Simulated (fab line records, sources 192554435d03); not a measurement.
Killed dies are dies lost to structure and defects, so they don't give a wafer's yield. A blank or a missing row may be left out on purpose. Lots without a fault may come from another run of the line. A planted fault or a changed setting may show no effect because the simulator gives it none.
Which tool did it? | flow n5_finfet | 14 lots, 42 wafers sampled, at 5 steps of a route of 1938

WHAT THE GAUGES READ, wafer by wafer
N5_BEOL_M6_OVL_MEAS_12. Usual: M6_OVL -0.1 nm, standard deviation 0.66.
lot  | measured     | on         | M6_OVL (nm)    | flag
L107 | day 9 05:38  | overlay-01 | -0.2 -0.4 1.2  |
L106 | day 9 07:19  | overlay-01 | 0.6 0.6 0.8    |
L108 | day 9 23:59  | overlay-02 | -0.4 -0.9 -0.9 |
L109 | day 10 23:08 | overlay-01 | -0.4 -0.3 -0.5 |
L110 | day 10 23:18 | overlay-02 | -0.8 -1.6 -0.3 |
L112 | day 11 00:23 | overlay-02 | -0.6 -1.3 -0.9 |
L111 | day 11 04:16 | overlay-02 | -0.2 -0.3 -0.3 |
L113 | day 11 08:10 | overlay-01 | 1.6 1.3 1.5    |
L115 | day 12 04:34 | overlay-02 | 0.1 -1.0 0.6   |
L118 | day 12 10:29 | overlay-01 | 0.2 -0.1 -0.8  |
L116 | day 12 15:16 | overlay-02 | -1.0 -1.5 -0.4 |
L123 | day 13 22:51 | overlay-02 | -1.0 0.2 -0.8  |
L125 | day 14 22:07 | overlay-01 | 0.3 -0.1 -1.3  |
L127 | day 16 02:48 | overlay-01 | -1.0 -0.2 -0.6 |

N5_BEOL_M6_CD_MEAS_18: pitch 80 nm, target cd 40 nm. Usual: cd_nm 40.3 nm, standard deviation 0.62.
lot  | measured     | on        | cd_nm (nm)     | flag
L107 | day 9 06:09  | cd_sem-01 | 39.6 41.1 40.0 |
L106 | day 9 08:23  | cd_sem-01 | 40.0 40.1 40.8 |
L108 | day 10 00:48 | cd_sem-01 | 39.8 40.0 39.7 |
L109 | day 10 23:46 | cd_sem-01 | 40.0 39.1 40.1 |
L110 | day 10 23:53 | cd_sem-03 | 40.0 40.9 39.7 |
L112 | day 11 01:00 | cd_sem-02 | 39.6 39.9 39.7 |
L111 | day 11 04:58 | cd_sem-01 | 39.6 39.9 39.6 |
L113 | day 11 08:47 | cd_sem-02 | 41.3 40.5 40.3 |
L115 | day 12 05:22 | cd_sem-01 | 39.4 40.1 40.6 |
L118 | day 12 11:21 | cd_sem-02 | 40.6 40.5 40.3 |
L116 | day 12 15:59 | cd_sem-03 | 40.5 40.9 39.6 |
L123 | day 13 23:22 | cd_sem-01 | - - -          | OFF
L125 | day 14 22:38 | cd_sem-01 | - - -          | OFF
L127 | day 16 03:19 | cd_sem-03 | 41.0 40.1 39.7 |

N5_BEOL_M6_INSPECT_30: inspects for defects (brightfield). Usual: raw_defect_count 404, standard deviation 96.
lot  | measured     | on                | raw_defect_count | flag
L107 | day 9 08:16  | defect_inspect-01 | 362 412 447      |
L106 | day 9 10:20  | defect_inspect-02 | 390 351 421      |
L108 | day 10 02:41 | defect_inspect-01 | 465 461 305      |
L109 | day 11 03:02 | defect_inspect-02 | 348 335 326      |
L110 | day 11 02:51 | defect_inspect-01 | 360 324 353      |
L112 | day 11 03:12 | defect_inspect-01 | 348 442 357      |
L111 | day 11 07:18 | defect_inspect-01 | 311 349 324      |
L113 | day 11 10:08 | defect_inspect-02 | 501 555 699      |
L115 | day 12 05:55 | defect_inspect-02 | 449 419 438      |
L118 | day 12 14:42 | defect_inspect-02 | 259 325 337      |
L116 | day 12 16:26 | defect_inspect-02 | 323 360 517      |
L127 | day 16 04:19 | defect_inspect-02 | 492 388 278      |

WHICH TOOL RAN EACH LOT (tool, then ch and the chambers of the sampled wafers, then the start)
lot  | N5_BEOL_M6_HM_DEP_02         | N5_BEOL_M6_HM_OPEN_17
L107 | pvd_sputter-01, day 9 05:07  | rie_metal-03 ch 0,1, day 9 05:58
L106 | pvd_sputter-01, day 9 06:47  | rie_metal-03 ch 0, day 9 07:40
L108 | pvd_sputter-02, day 9 23:35  | rie_metal-03 ch 0,1, day 10 00:34
L109 | pvd_sputter-02, day 10 22:36 | rie_metal-02 ch 0,1, day 10 23:28
L110 | pvd_sputter-02, day 10 22:42 | rie_metal-01 ch 0,1, day 10 23:39
L112 | pvd_sputter-02, day 10 23:52 | rie_metal-03 ch 0, day 11 00:44
L111 | pvd_sputter-03, day 11 03:52 | rie_metal-01 ch 0,1, day 11 04:46
L113 | pvd_sputter-01, day 11 07:45 | rie_metal-03 ch 0, day 11 08:32
L115 | pvd_sputter-02, day 12 04:02 | rie_metal-02 ch 1, day 12 05:01
L118 | pvd_sputter-01, day 12 10:05 | rie_metal-03 ch 0,1, day 12 10:50
L116 | pvd_sputter-01, day 12 14:38 | rie_metal-02 ch 0,1, day 12 15:49
L123 | pvd_sputter-01, day 13 22:26 | rie_metal-02 ch 0,1, day 13 23:11
L125 | pvd_sputter-02, day 14 21:42 | rie_metal-02 ch 0,1, day 14 22:28
L127 | pvd_sputter-03, day 16 02:14 | rie_metal-01 ch 0,1, day 16 03:10
- N5_BEOL_M6_HM_DEP_02: deposits TiN, target thk 20 nm.
- N5_BEOL_M6_HM_OPEN_17: chemistry Cl2/BCl3, target TiN, target depth 20 nm, overetch 6 nm.

WHAT THE TOOLS THEMSELVES READ (means of the sampled wafers that have a number; where no wafer has one, the mark that the record gives instead)
N5_BEOL_M6_HM_DEP_02. Usual: chamber_pressure_pa 0.5000 Pa, standard deviation 0.001; substrate_temp_c 24.98 C, standard deviation 0.12; susceptor_temp_C 25.00 C, standard deviation 0.1; throttle_valve_pct 29.7 %, standard deviation 1.2.
lot  | tool           | chamber_pressure_pa (Pa) | substrate_temp_c (C) | susceptor_temp_C (C) | throttle_valve_pct (%) | flag
L107 | pvd_sputter-01 | 0.5010                   | 24.96                | 25.00                | 27.9                   |
L106 | pvd_sputter-01 | 0.4999                   | 25.07                | 24.95                | 30.0                   |
L108 | pvd_sputter-02 | 0.5001                   | 25.00                | 24.86                | 30.1                   |
L109 | pvd_sputter-02 | 0.5001                   | 24.89                | 25.02                | 30.1                   |
L110 | pvd_sputter-02 | 0.4996                   | 25.01                | 25.11                | 29.4                   |
L112 | pvd_sputter-02 | 0.4996                   | 24.99                | 25.02                | 30.3                   |
L111 | pvd_sputter-03 | 0.5001                   | 24.94                | 25.11                | 29.3                   |
L113 | pvd_sputter-01 | 0.4994                   | 24.94                | 25.05                | 27.9                   |
L115 | pvd_sputter-02 | 0.4999                   | 24.95                | 24.94                | 29.4                   |
L118 | pvd_sputter-01 | 0.5006                   | 24.98                | 24.86                | 29.0                   |
L116 | pvd_sputter-01 | 0.5000                   | 24.84                | 24.98                | 30.0                   |
L123 | pvd_sputter-01 | 0.5009                   | 24.98                | 25.06                | 29.1                   |
L125 | pvd_sputter-02 | 0.5001                   | 24.89                | 25.07                | 30.0                   |
L127 | pvd_sputter-03 | 0.5000                   | 25.01                | 25.09                | 29.7                   |

N5_BEOL_M6_HM_OPEN_17. Usual: bcl3_flow_sccm 21.75 sccm, standard deviation 0.057; bias_w 126.0 W, standard deviation 0.36; drypump_motor_current_A 5.6 A, standard deviation 0.61; oes_product_au 0.62 a.u., standard deviation 0.052; throttle_valve_pct 22.04 %, standard deviation 0.19.
lot  | tool         | bcl3_flow_sccm (sccm) | bias_w (W) | drypump_motor_current_A (A) | oes_product_au (a.u.) | throttle_valve_pct (%) | flag
L107 | rie_metal-03 | 21.76                 | 126.0      | 5.1                         | 0.58                  | 21.99                  |
L106 | rie_metal-03 | 21.72                 | 126.2      | 4.9                         | 0.61                  | 21.86                  |
L108 | rie_metal-03 | 21.73                 | 126.3      | 5.1                         | 0.58                  | 22.01                  |
L109 | rie_metal-02 | 21.70                 | 125.9      | 6.4                         | 0.62                  | 22.15                  |
L110 | rie_metal-01 | 21.73                 | 126.5      | 6.0                         | 0.67                  | 22.19                  |
L112 | rie_metal-03 | 21.80                 | 125.6      | 5.0                         | 0.60                  | 21.87                  |
L111 | rie_metal-01 | 21.79                 | 126.3      | 6.0                         | 0.68                  | 22.20                  |
L113 | rie_metal-03 | 21.79                 | 126.4      | 5.0                         | 0.60                  | 21.87                  |
L115 | rie_metal-02 | 21.70                 | 125.8      | 6.3                         | 0.68                  | 21.83                  |
L118 | rie_metal-03 | 21.74                 | 125.8      | 5.0                         | 0.59                  | 21.93                  |
L116 | rie_metal-02 | 21.80                 | 125.8      | 6.3                         | 0.65                  | 21.98                  |
L123 | rie_metal-02 | -                     | -          | -                           | -                     | -                      | OFF
L125 | rie_metal-02 | -                     | -          | -                           | -                     | -                      | OFF
L127 | rie_metal-01 | 21.74                 | 126.1      | 5.8                         | 0.68                  | 22.28                  |

THE ANSWER, worked out from the rows above alone
Rule: a lot is off if the mean of its wafers that have a number lies more than 3 standard deviations from the usual mean. A lot without any number at a reading at which 4 lots or more have one is off too. The other lots that the step has rows for count as sound. The gauges are gone through in route order, then the tools' own readings, and for those a lot's mean is taken as printed above. The first step at which some lot is off is used, and at that step the reading that is off furthest; a lot without a number counts as furthest.
Off: L123, L125, at N5_BEOL_M6_CD_MEAS_18 (cd_nm). Without a number there: L123, L125.
A tool fits if, at a process step before that reading, it ran every lot that is off, and no sound lot after the first of them. The gauges at N5_BEOL_M6_CD_MEAS_18 aren't tried: what is off there is off at N5_BEOL_M6_HM_OPEN_17 too, on other tools, and a gauge's error can't cause that. One fits: rie_metal-02 at N5_BEOL_M6_HM_OPEN_17. Its last sound lot is L116 (day 12 15:49), its first lot that is off L123 (day 13 23:11): a fault that began between those two fits.
Blank at N5_BEOL_M6_HM_OPEN_17 on the lots that are off, where sound lots have numbers: bcl3_flow_sccm, bias_w, drypump_motor_current_A, oes_product_au, throttle_valve_pct.

WHAT THE SIMULATOR HAD PUT IN
Skipped step whole: rie_metal-02, from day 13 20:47 on, at N5_BEOL_M6_HM_OPEN_17. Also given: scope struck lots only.
Lots struck among those shown: L123, L125. The rule above found the same.
